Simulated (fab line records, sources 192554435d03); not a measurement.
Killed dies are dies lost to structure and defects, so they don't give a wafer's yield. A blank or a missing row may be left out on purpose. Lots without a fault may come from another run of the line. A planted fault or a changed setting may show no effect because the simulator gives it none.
Chamber matching | flow n5_finfet | N5_FIN_SAQP_DESCUM_21 on rie_diel-02: 4 sister chambers
The step chemistry O2, time 7.9 s. 20 wafers are shown with their chamber, then 10 later ones without.

WAFERS WITH THEIR CHAMBER
wafer  | chamber | showerhead_plenum_p_Torr (Torr) | oes_product_au (a.u.) | throttle_valve_pct (%)
L079.4 | 1       | 2.07                            | 0.69                  | 20.45
L079.5 | 2       | 2.03                            | 0.83                  | 20.38
L079.6 | 3       | 2.25                            | 0.89                  | 20.59
L080.1 | 0       | 1.96                            | 0.69                  | 20.65
L080.5 | 0       | 1.96                            | 0.69                  | 20.65
L080.6 | 2       | 2.03                            | 0.83                  | 20.37
L082.4 | 2       | 2.02                            | 0.81                  | 20.40
L082.5 | 3       | 2.25                            | 0.87                  | 20.59
L082.6 | 1       | 2.07                            | 0.68                  | 20.47
L083.1 | 3       | 2.25                            | 0.86                  | 20.62
L083.4 | 3       | 2.25                            | 0.86                  | 20.61
L083.5 | 2       | 2.02                            | 0.82                  | 20.40
L085.1 | 3       | 2.25                            | 0.85                  | 20.64
L085.4 | 3       | 2.25                            | 0.85                  | 20.62
L085.5 | 0       | 2.22                            | 0.94                  | 20.32
L086.3 | 0       | 2.22                            | 0.92                  | 20.34
L086.4 | 3       | 2.25                            | 0.85                  | 20.61
L086.5 | 2       | 2.02                            | 0.81                  | 20.41
L087.1 | 2       | 2.02                            | 0.80                  | 20.40
L087.2 | 3       | 2.25                            | 0.84                  | 20.62

SIGNATURES (means of the wafers above)
reading                  | chamber 0 | chamber 1 | chamber 2 | chamber 3 | scatter within a chamber
showerhead_plenum_p_Torr | 2.0900    | 2.0700    | 2.0233    | 2.2500    | 0.0651
oes_product_au           | 0.8100    | 0.6850    | 0.8167    | 0.8588    | 0.0614
throttle_valve_pct       | 20.4900   | 20.4600   | 20.3933   | 20.6125   | 0.0813
Rule: a wafer's distance from a chamber is the root of the sum, over the readings, of the square of ((its reading less the chamber's mean) divided by the reading's scatter). The wafer belongs to the nearest chamber; if the next one is less than 2 further off, it can't be placed. The scatter: the root of (the sum of the squares of (reading less its chamber's mean) over the shown wafers, divided by (wafers less chambers)).

WAFERS WITHOUT THEIR CHAMBER
wafer  | showerhead_plenum_p_Torr (Torr) | oes_product_au (a.u.) | throttle_valve_pct (%)
L087.3 | 2.07                            | 0.99                  | 20.09
L092.2 | 2.21                            | 0.87                  | 20.32
L092.5 | 2.21                            | 0.88                  | 20.35
L092.6 | 2.06                            | 0.95                  | 20.11
L093.1 | 2.21                            | 0.88                  | 20.35
L093.3 | 2.06                            | 0.94                  | 20.11
L093.4 | 2.01                            | 0.79                  | 20.44
L095.1 | 2.06                            | 0.93                  | 20.11
L095.4 | 2.24                            | 0.82                  | 20.65
L095.6 | 2.01                            | 0.78                  | 20.43

WHICH CHAMBER EACH WENT THROUGH
wafer  | from the rows above               | in truth
L087.3 | can't be placed: 2 or 0           | 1
L092.2 | can't be placed: 0 or 2 or 3 or 1 | 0
L092.5 | can't be placed: 0 or 2 or 3 or 1 | 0
L092.6 | can't be placed: 2 or 0 or 1      | 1
L093.1 | can't be placed: 0 or 2 or 3 or 1 | 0
L093.3 | can't be placed: 2 or 0 or 1      | 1
L093.4 | can't be placed: 2 or 0 or 1      | 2
L095.1 | can't be placed: 2 or 0 or 1      | 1
L095.4 | 3                                 | 3
L095.6 | can't be placed: 2 or 0 or 1      | 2
Placed correctly: 1 of 10. Can't be placed from these rows: 9 (the true chamber is among the candidates in 8). Placed wrongly: 0.
